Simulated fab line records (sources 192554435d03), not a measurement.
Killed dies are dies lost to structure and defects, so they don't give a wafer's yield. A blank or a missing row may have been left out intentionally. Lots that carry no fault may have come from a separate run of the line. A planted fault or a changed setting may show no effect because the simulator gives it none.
Struck lot and sound lot, side by side / flow n5Finfet / 13 steps out of a route of 1938
Sound: the wafers L377.2, L377.3, L377.6. Wafers struck: L386.3, L386.4, L386.6. At the end, the cause is stated.
Each step with rows lists, per side, the tool, then ch with its chambers, then its first start. Under that, the readings that differ: sound wafers / struck wafers / difference of the means / sigmas: that difference in standard deviations of wafers without a fault.
alike: words and numbers the same on both sides, and readings whose means are apart by under 2 such deviations; not compared: readings that were withheld, readings missing a value for some wafer, numbers with overlapping values and no deviation given by the record, and bounds like >300 which may hide the same value.
Wherever a step has rows on one side only, a row that says differs or no value, or a row with sigmas, the two part there. Numbers that have no deviation but don't overlap get no sigmas and don't part them. A reading that every wafer of one side lacks parts them only if that side has two wafers or more.

first, 9 steps without rows for these wafers: N5_BEOL_M1_DEVELOP_27 (develop time 30 s); N5_BEOL_M1_DESCUM_33 (chemistry O2, time 7 s); N5_BEOL_M1_ETCH_77 (etches underlayer in N2/H2, target depth 6.5 nm, time 5.2 s); N5_BEOL_M1_ETCH_69 (etches SiARC in CF4, target depth 15.6 nm, time 26 s); N5_BEOL_M1_ALD_98 (deposits SiO2, target thk 2.5 nm, pulse time 1 s, co reactant pulse time 1 s); N5_BEOL_M1_ETCHBACK_99 (etches SiO2 in CHF3, target depth 5 nm, time 10.4 s); N5_BEOL_M1_ETCH_70 (etches SOC in N2/H2, target depth 80 nm, overetch 16 nm, time 120 s); N5_BEOL_M1_STRIP_71 (strips in N2/H2); N5_BEOL_M1_STRIP_78 (strips in N2/H2).
N5_BEOL_M1_VIA_ETCH_34: etches the open film in C4F6/O2, target depth 67.8 nm, time 64.4 s.
  sound on rieDiel-02 ch 0,2, day 6 12:19; struck on rieDiel-02 ch 0,2,3, day 9 12:14
reading=biasW (W); sound=169.3 170.2 169.4; struck=145.5 145.7 146.1; difference=-23.9; sigmas=-46
reading=rfVppV (V); sound=676 677 677; struck=571 600 598; difference=-87; sigmas=-3
reading=model.etch.depthNm (nm); sound=66.73 68.4 66.29; struck=64.22 64.17 63.11; difference=-3.31; sigmas=
reading=model.SOC_of_BEOL_M1_COAT_67.thkNm (nm); sound=51.8 51.6 51.8; struck=52.6 52.8 52.8; difference=+1.0; sigmas=
  alike: drypumpMotorCurrentA, oes_ar_750_au, oes_o_777_au, oesProductAu, showerheadPlenumPTorr, throttleValvePct
  not compared: rfHoursCounterH
then, 1 step without rows for these wafers: N5_BEOL_M1_STRIP_83 (strips in C4F6/O2).
N5_BEOL_M4_RC_MEAS_101:
  sound on prober-02 ch 0, day 8 12:43; struck on prober-02 ch 0, day 11 02:20
  alike: DIBL_N, DIBL_P, IOFF_N, IOFF_P, ION_N, ION_P, SS_N, SS_P, VT_N, VT_P
-- the record jumps here: 4 days lie between the struck wafers' starts before and after (it left off in module BEOL_M4 and takes up again in module PASSIVATION, whose first step shown is number 1936 of the route) --
N5_PASSIVATION_PROBE_49:
  only the struck wafers here have rows in the record (prober-02, day 15 13:16); the sound ones have none

== WHERE THEY PART ==
At N5_BEOL_M1_VIA_ETCH_34 first; at N5_PASSIVATION_PROBE_49 last (within this record only).

WHY: what had been put in by the simulator
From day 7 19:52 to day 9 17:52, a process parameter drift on rieDiel-02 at N5_BEOL_M1_VIA_ETCH_34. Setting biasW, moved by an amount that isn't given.
